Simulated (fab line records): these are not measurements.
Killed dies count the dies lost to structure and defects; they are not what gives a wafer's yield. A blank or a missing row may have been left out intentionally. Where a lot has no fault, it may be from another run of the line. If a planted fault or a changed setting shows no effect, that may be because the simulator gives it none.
Split-lot experiment ; flow n5Finfet ; 39 wafers read from 7 lots, route of 1938 steps

== ABOUT THE SPLIT ==
At N5_BEOL_M10_ILD_DEP_00 (deposits SiCOH lowk from DEMS/porogen, target thk 308.51 nm, time 58 s), the setting targetThkA was moved away from the recipe's 3085.1 angstrom on 18 of the 39 wafers read, by -47.4% to +44.7%. This setting was run at the recipe's value on the other wafers.

== SPLIT TO READING: what lies between them in the file, 1 step ==
- N5_BEOL_M10_CURE_71: cures SiCOH lowk, time 240 s

== THE READING ==
M10_ILD_THK at N5_BEOL_M10_THK_MEAS_01, in nm. A value of 268 nm with a standard deviation of 3.3 nm is what fault-free wafers of this fab line usually give.

wafer;tool, chamber at the split;targetThkA as run, angstrom;against the recipe;M10_ILD_THK, nm;against lot-mates on the recipe
L075.1;pecvd-03, 2;4302;+39.4%;375;+107
L075.2;pecvd-03, 1;3085.1;recipe;263;-
L075.3;pecvd-03, 0;4302;+39.4%;372;+104
L075.4;pecvd-03, 1;4302;+39.4%;375;+107
L075.5;pecvd-03, 0;3085.1;recipe;272;-
L075.6;pecvd-03, 2;3085.1;recipe;268;-
L078.1;pecvd-03, 2;3085.1;recipe;274;-
L078.3;pecvd-03, 1;3085.1;recipe;266;-
L078.4;pecvd-03, 1;3085.1;recipe;268;-
L082.1;pecvd-03, 2;1701;-44.9%;147;-122
L082.2;pecvd-03, 0;3085.1;recipe;267;-
L082.3;pecvd-03, 1;1701;-44.9%;141;-128
L082.4;pecvd-03, 2;3085.1;recipe;271;-
L082.5;pecvd-03, 1;3085.1;recipe;270;-
L082.6;pecvd-03, 0;1701;-44.9%;145;-124
L081.1;pecvd-02, 1;4463;+44.7%;389;+118
L081.2;pecvd-02, 2;4463;+44.7%;383;+112
L081.3;pecvd-02, 0;3085.1;recipe;267;-
L081.4;pecvd-02, 0;3085.1;recipe;273;-
L081.5;pecvd-02, 1;3085.1;recipe;272;-
L081.6;pecvd-02, 2;4463;+44.7%;393;+122
L087.1;pecvd-03, 0;3085.1;recipe;262;-
L087.2;pecvd-03, 2;3085.1;recipe;264;-
L087.3;pecvd-03, 1;3085.1;recipe;261;-
L087.4;pecvd-03, 2;3768;+22.1%;328;+66
L087.5;pecvd-03, 1;3768;+22.1%;325;+63
L087.6;pecvd-03, 0;3768;+22.1%;330;+68
L096.1;pecvd-03, 1;3085.1;recipe;264;-
L096.2;pecvd-03, 0;3085.1;recipe;260;-
L096.3;pecvd-03, 2;1623;-47.4%;139;-124
L096.4;pecvd-03, 2;1623;-47.4%;139;-124
L096.5;pecvd-03, 1;3085.1;recipe;266;-
L096.6;pecvd-03, 0;1623;-47.4%;135;-128
L097.1;pecvd-01, 0;3085.1;recipe;263;-
L097.2;pecvd-01, 1;1998;-35.2%;167;-101
L097.3;pecvd-01, 2;1998;-35.2%;172;-96
L097.4;pecvd-01, 0;3085.1;recipe;267;-
L097.5;pecvd-01, 2;3085.1;recipe;275;-
L097.6;pecvd-01, 1;1998;-35.2%;169;-99

FIT RESULTS
A straight line over all 39 wafers: M10_ILD_THK changes by +2.73 nm for each +1% of targetThkA; r = +1.00; the points scatter about the line by 3.7 nm.
The same after taking each lot's own level away (the mean of its wafers on the recipe; 39 wafers): +2.72 nm for each +1%; r = +1.00; scatter 3.8 nm.
Per that fit: largest targetThkA move, reading shift of 1.3e+02 nm.
Across the lots, their own levels run from 262.3 to 270.7 nm, a range of 2.5 times the standard deviation given above.
Consequently the slope shifts little with the lot-to-lot level, the two slopes agreeing.
Check: with one of the wafers moved furthest among these (-47.4%) left out of the fit, the line predicts -130 nm for it against its lot-mates. It came out at -124 nm against them.

== OTHER SPLITS ON THESE WAFERS ==
Other splits were also applied to these wafers ahead of the reading. Each is held against what the fit with the lots' levels taken away leaves over:
other split on the same wafers;wafers away from the commonest value;r with M10_ILD_THK (lot level and that fit taken away)
N5_BEOL_M2_TRENCH_ETCH_37 targetDepthA;9;+0.02
N5_BEOL_M6_ALD_77 aldCycles;9;-0.03

== THE WHOLE CHAIN: every reading that the file lists as answering this split, in the file's order ==
step;what it does;reading;change (the file's fit);r (the file's)
N5_BEOL_M10_ILD_DEP_00;deposits SiCOH lowk from DEMS/porogen, target thk 308.51 nm, time 58 s;SiCOH_lowk_of_BEOL_M10_ILD_DEP_00.thkNm (the simulator's own value, which no gauge read);+3.08 nm for each +1% of the setting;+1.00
N5_BEOL_M10_CURE_71;cures SiCOH lowk, time 240 s;SiCOH_lowk_of_BEOL_M10_ILD_DEP_00.thkNm (the simulator's own value, which no gauge read);+2.72 nm for each +1% of the setting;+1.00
N5_BEOL_M10_THK_MEAS_01;;M10_ILD_THK;+2.72 for each +1% of the setting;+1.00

== THE FILE'S OWN FIT ==
M10_ILD_THK changes by +2.72 nm for each +1% of targetThkA, r = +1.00.
